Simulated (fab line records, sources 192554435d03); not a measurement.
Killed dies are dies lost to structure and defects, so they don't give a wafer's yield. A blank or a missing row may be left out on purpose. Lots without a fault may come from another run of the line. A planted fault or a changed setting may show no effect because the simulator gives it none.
Which tool did it? | flow n5_finfet | 21 lots, 63 wafers sampled, at 4 steps of a route of 1938

WHAT THE GAUGES READ, wafer by wafer
N5_HKMG_FIN_INSPECT_61: inspects for defects (macro).
lot  | measured    | on                | raw_defect_count
L074 | day 4 02:55 | defect_inspect-02 | 2 2 2
L075 | day 4 05:26 | defect_inspect-01 | 0 1 0
L076 | day 4 12:18 | defect_inspect-01 | 0 2 1
L077 | day 4 17:44 | defect_inspect-01 | 4 3 2
L078 | day 5 02:40 | defect_inspect-01 | 3 1 4
L079 | day 5 08:16 | defect_inspect-01 | 0 5 1
L080 | day 5 10:46 | defect_inspect-02 | 0 4 0
L082 | day 5 22:55 | defect_inspect-01 | 5 1 2
L083 | day 6 03:57 | defect_inspect-02 | 2 2 4
L085 | day 6 19:50 | defect_inspect-02 | 1 2 3
L086 | day 6 22:29 | defect_inspect-02 | 2 0 2
L087 | day 7 05:34 | defect_inspect-01 | 1 4 8
L089 | day 7 16:41 | defect_inspect-01 | 8 1 3
L090 | day 8 01:38 | defect_inspect-01 | 3 2 1
L091 | day 8 04:01 | defect_inspect-01 | 2 1 0
L092 | day 8 10:11 | defect_inspect-01 | 0 2 3
L093 | day 8 15:13 | defect_inspect-02 | 1 4 2
L094 | day 9 02:52 | defect_inspect-02 | 3 1 1
L095 | day 9 06:02 | defect_inspect-02 | 5 3 3
L096 | day 9 14:12 | defect_inspect-02 | 1 2 4
L097 | day 9 21:55 | defect_inspect-01 | 3 1 4

WHICH TOOL RAN EACH LOT (tool, then ch and the chambers of the sampled wafers, then the start)
lot  | N5_SDB_DESCUM_16                  | N5_DUMMY_REMOVAL_HM_STRIP_01      | N5_HKMG_FIN_HK_ANNEAL_02
L074 | rie_diel-05 ch 0,1,2, day 3 21:11 | rie_diel-06 ch 2,3, day 4 01:22   | rtp_anneal-01 ch 0, day 4 02:07
L075 | rie_diel-04 ch 2,3, day 3 23:57   | rie_diel-03 ch 0,2,3, day 4 03:53 | rtp_anneal-02 ch 0, day 4 04:43
L076 | rie_diel-01 ch 2,3, day 4 06:52   | rie_diel-03 ch 0,2, day 4 10:45   | rtp_anneal-02 ch 0, day 4 11:31
L077 | rie_diel-01 ch 1,2, day 4 11:55   | rie_diel-03 ch 0,2,3, day 4 16:09 | rtp_anneal-02 ch 0, day 4 16:58
L078 | rie_diel-01 ch 0,1,2, day 4 20:52 | rie_diel-03 ch 0,2,3, day 5 00:44 | rtp_anneal-01 ch 0, day 5 01:44
L079 | rie_diel-05 ch 1,2, day 5 02:19   | rie_diel-02 ch 0,1,2, day 5 06:37 | rtp_anneal-02 ch 0, day 5 07:27
L080 | rie_diel-05 ch 1,2, day 5 05:20   | rie_diel-02 ch 1,2,3, day 5 09:17 | rtp_anneal-02 ch 0, day 5 10:05
L082 | rie_diel-04 ch 0,1, day 5 17:36   | rie_diel-03 ch 1,2,3, day 5 21:29 | rtp_anneal-01 ch 0, day 5 22:14
L083 | rie_diel-04 ch 0,1, day 5 22:11   | rie_diel-03 ch 1,2,3, day 6 02:31 | rtp_anneal-02 ch 0, day 6 03:15
L085 | rie_diel-01 ch 1,3, day 6 13:23   | rie_diel-02 ch 0,3, day 6 18:17   | rtp_anneal-02 ch 0, day 6 19:03
L086 | rie_diel-04 ch 1,2, day 6 16:39   | rie_diel-02 ch 0,1,3, day 6 20:40 | rtp_anneal-01 ch 0, day 6 21:41
L087 | rie_diel-01 ch 1,2, day 6 23:52   | rie_diel-02 ch 0,3, day 7 03:48   | rtp_anneal-01 ch 0, day 7 04:49
L089 | rie_diel-05 ch 0,1,2, day 7 10:26 | rie_diel-03 ch 0,1,2, day 7 15:02 | rtp_anneal-02 ch 0, day 7 15:59
L090 | rie_diel-01 ch 1,3, day 7 19:58   | rie_diel-06 ch 1,2, day 8 00:04   | rtp_anneal-01 ch 0, day 8 00:50
L091 | rie_diel-05 ch 0,1,3, day 7 21:41 | rie_diel-06 ch 2,3, day 8 02:28   | rtp_anneal-02 ch 0, day 8 03:14
L092 | rie_diel-01 ch 0,1,2, day 8 04:44 | rie_diel-03 ch 1,3, day 8 08:38   | rtp_anneal-01 ch 0, day 8 09:22
L093 | rie_diel-05 ch 1,2,3, day 8 09:47 | rie_diel-03 ch 1,2,3, day 8 13:40 | rtp_anneal-02 ch 0, day 8 14:26
L094 | rie_diel-01 ch 0,1, day 8 21:16   | rie_diel-06 ch 0,2, day 9 01:17   | rtp_anneal-01 ch 0, day 9 02:14
L095 | rie_diel-01 ch 0,2,3, day 9 00:35 | rie_diel-06 ch 0,1,2, day 9 04:28 | rtp_anneal-01 ch 0, day 9 05:16
L096 | rie_diel-04 ch 0,1,2, day 9 07:50 | rie_diel-06 ch 0,1, day 9 12:16   | rtp_anneal-02 ch 0, day 9 13:19
L097 | rie_diel-01 ch 1,2, day 9 15:59   | rie_diel-06 ch 1,3, day 9 20:03   | rtp_anneal-01 ch 0, day 9 21:08
- N5_SDB_DESCUM_16: chemistry O2, time 7.9 s.
- N5_DUMMY_REMOVAL_HM_STRIP_01: strips SiNx in CH3F/O2, stops on poly-Si, target depth 4 nm, time 6.8 s.
- N5_HKMG_FIN_HK_ANNEAL_02: time 30 s.

WHAT THE TOOLS THEMSELVES READ (means of the sampled wafers that have a number; where no wafer has one, the mark that the record gives instead)
N5_SDB_DESCUM_16.
lot  | tool        | drypump_motor_current_A (A) | o2_flow_sccm (sccm) | oes_product_au (a.u.) | rf_vpp_V (V) | showerhead_plenum_p_Torr (Torr) | throttle_valve_pct (%)
L074 | rie_diel-05 | 5.9                         | 224.9               | 0.89                  | 242.8        | 2.07                            | 20.5
L075 | rie_diel-04 | 5.8                         | 225.6               | 0.68                  | 243.2        | 2.07                            | 20.6
L076 | rie_diel-01 | 5.5                         | 224.8               | 0.81                  | 243.8        | 2.15                            | 20.3
L077 | rie_diel-01 | 5.6                         | 225.0               | 0.74                  | 243.2        | 2.12                            | 20.9
L078 | rie_diel-01 | 5.8                         | 225.5               | 0.76                  | 244.1        | 2.13                            | 20.7
L079 | rie_diel-05 | 6.4                         | 224.7               | 0.80                  | 242.9        | 2.07                            | 20.7
L080 | rie_diel-05 | 6.4                         | 224.4               | 0.81                  | 243.8        | 2.07                            | 20.7
L082 | rie_diel-04 | 5.7                         | 224.1               | 0.85                  | 243.3        | 2.06                            | 20.3
L083 | rie_diel-04 | 5.6                         | 225.2               | 0.87                  | 242.7        | 2.10                            | 20.3
L085 | rie_diel-01 | 5.9                         | 225.0               | 0.73                  | 243.8        | 2.09                            | 20.9
L086 | rie_diel-04 | 5.4                         | 225.3               | 0.93                  | 243.2        | 2.12                            | 20.4
L087 | rie_diel-01 | 5.6                         | 225.0               | 0.72                  | 243.9        | 2.11                            | 20.9
L089 | rie_diel-05 | 5.8                         | 225.1               | 0.83                  | 242.5        | 2.05                            | 20.5
L090 | rie_diel-01 | 5.8                         | 225.4               | 0.73                  | 243.4        | 2.08                            | 20.9
L091 | rie_diel-05 | 5.3                         | 225.1               | 0.89                  | 243.3        | 2.05                            | 20.4
L092 | rie_diel-01 | 5.8                         | 224.6               | 0.74                  | 243.4        | 2.12                            | 20.7
L093 | rie_diel-05 | 5.8                         | 225.6               | 0.85                  | 242.4        | 2.06                            | 20.5
L094 | rie_diel-01 | 5.9                         | 224.9               | 0.72                  | 242.8        | 2.09                            | 21.0
L095 | rie_diel-01 | 5.9                         | 225.3               | 0.77                  | 242.7        | 2.12                            | 20.4
L096 | rie_diel-04 | 5.6                         | 225.6               | 0.85                  | 242.4        | 2.07                            | 20.4
L097 | rie_diel-01 | 5.6                         | 224.6               | 0.71                  | 243.1        | 2.11                            | 20.9

N5_DUMMY_REMOVAL_HM_STRIP_01.
lot  | tool        | CH3F_flow_sccm (sccm) | drypump_motor_current_A (A) | oes_product_au (a.u.) | rf_vpp_V (V) | showerhead_plenum_p_Torr (Torr) | throttle_valve_pct (%)
L074 | rie_diel-06 | 30.05                 | 4.7                         | 0.63                  | 127.2        | 2.00                            | 16.50
L075 | rie_diel-03 | 30.14                 | 5.9                         | 0.64                  | 127.6        | 1.97                            | 16.29
L076 | rie_diel-03 | 30.07                 | 5.5                         | 0.69                  | 126.3        | 2.00                            | 16.31
L077 | rie_diel-03 | 29.98                 | 5.9                         | 0.64                  | 126.3        | 1.97                            | 16.31
L078 | rie_diel-03 | 30.10                 | 5.9                         | 0.64                  | 127.3        | 1.97                            | 16.32
L079 | rie_diel-02 | 30.10                 | 5.6                         | 0.64                  | 126.5        | 1.93                            | 16.52
L080 | rie_diel-02 | 29.91                 | 5.7                         | 0.62                  | 127.7        | 2.01                            | 16.52
L082 | rie_diel-03 | 30.01                 | 5.6                         | 0.69                  | 127.0        | 1.99                            | 16.21
L083 | rie_diel-03 | 29.97                 | 5.6                         | 0.68                  | 127.2        | 1.99                            | 16.22
L085 | rie_diel-02 | 30.03                 | 5.8                         | 0.60                  | 126.6        | 1.93                            | 16.59
L086 | rie_diel-02 | 30.04                 | 5.7                         | 0.59                  | 127.4        | 1.97                            | 16.67
L087 | rie_diel-02 | 30.03                 | 5.9                         | 0.58                  | 127.4        | 2.00                            | 16.60
L089 | rie_diel-03 | 30.02                 | 5.4                         | 0.67                  | 127.4        | 2.05                            | 16.23
L090 | rie_diel-06 | 29.97                 | 5.2                         | 0.62                  | 128.1        | 2.07                            | 16.40
L091 | rie_diel-06 | 29.99                 | 4.7                         | 0.64                  | 127.2        | 1.99                            | 16.42
L092 | rie_diel-03 | 29.93                 | 6.0                         | 0.62                  | 127.1        | 1.96                            | 16.24
L093 | rie_diel-03 | 30.05                 | 5.6                         | 0.66                  | 127.3        | 1.98                            | 16.24
L094 | rie_diel-06 | 29.95                 | 5.2                         | 0.57                  | 126.2        | 1.95                            | 16.73
L095 | rie_diel-06 | 29.97                 | 5.4                         | 0.60                  | 127.0        | 1.99                            | 16.59
L096 | rie_diel-06 | 29.96                 | 6.0                         | 0.60                  | 127.6        | 1.96                            | 16.60
L097 | rie_diel-06 | 30.01                 | 5.0                         | 0.66                  | 128.0        | 2.03                            | 16.28

N5_HKMG_FIN_HK_ANNEAL_02.
lot  | tool          | lamp_power_pct (%) | lamp_zone_1_pct (%) | lamp_zone_6_pct (%) | wafer_temp_C_max
L074 | rtp_anneal-01 | 8.82               | 8.804               | 8.732               | 703.4
L075 | rtp_anneal-02 | 8.83               | 8.790               | 8.733               | 703.0
L076 | rtp_anneal-02 | 8.82               | 8.797               | 8.733               | 703.0
L077 | rtp_anneal-02 | 8.75               | 8.804               | 8.733               | 702.5
L078 | rtp_anneal-01 | 8.84               | 8.798               | 8.735               | 703.8
L079 | rtp_anneal-02 | 8.75               | 8.786               | 8.719               | 702.5
L080 | rtp_anneal-02 | 8.78               | 8.806               | 8.729               | 702.8
L082 | rtp_anneal-01 | 8.81               | 8.796               | 8.722               | 703.6
L083 | rtp_anneal-02 | 8.86               | 8.795               | 8.722               | 702.8
L085 | rtp_anneal-02 | 8.86               | 8.796               | 8.718               | 703.5
L086 | rtp_anneal-01 | 8.76               | 8.789               | 8.726               | 702.5
L087 | rtp_anneal-01 | 8.77               | 8.790               | 8.730               | 703.0
L089 | rtp_anneal-02 | 8.76               | 8.788               | 8.715               | 703.1
L090 | rtp_anneal-01 | 8.80               | 8.801               | 8.722               | 703.2
L091 | rtp_anneal-02 | 8.84               | 8.791               | 8.731               | 702.9
L092 | rtp_anneal-01 | 8.78               | 8.792               | 8.721               | 703.3
L093 | rtp_anneal-02 | 8.80               | 8.808               | 8.716               | 702.7
L094 | rtp_anneal-01 | 8.74               | 8.805               | 8.725               | 703.0
L095 | rtp_anneal-01 | 8.74               | 8.796               | 8.727               | 703.4
L096 | rtp_anneal-02 | 8.84               | 8.806               | 8.725               | 703.1
L097 | rtp_anneal-01 | 8.78               | 8.793               | 8.720               | 702.8

THE ANSWER, worked out from the rows above alone
Rule: what is usual is taken from the lots themselves. Put in order of their means at a reading, lots are off if they are a third of the lots or fewer, leave a main group of 4 or more, and stand apart from it by a gap of 3 or more times the standard deviation of the main group's means; of several such gaps the widest counts. A main group whose means are all the same, to the digits that the tables above print for the reading, isn't used. A lot without any number at a reading at which 4 lots or more have one is off too. The other lots that the step has rows for count as sound. The gauges are gone through in route order, then the tools' own readings, and for those a lot's mean is taken as printed above. The first step at which some lot is off is used, and at that step the reading that is off furthest; a lot without a number counts as furthest.
No lot is off at any reading shown: from this, nothing can be told.

WHAT THE SIMULATOR HAD PUT IN
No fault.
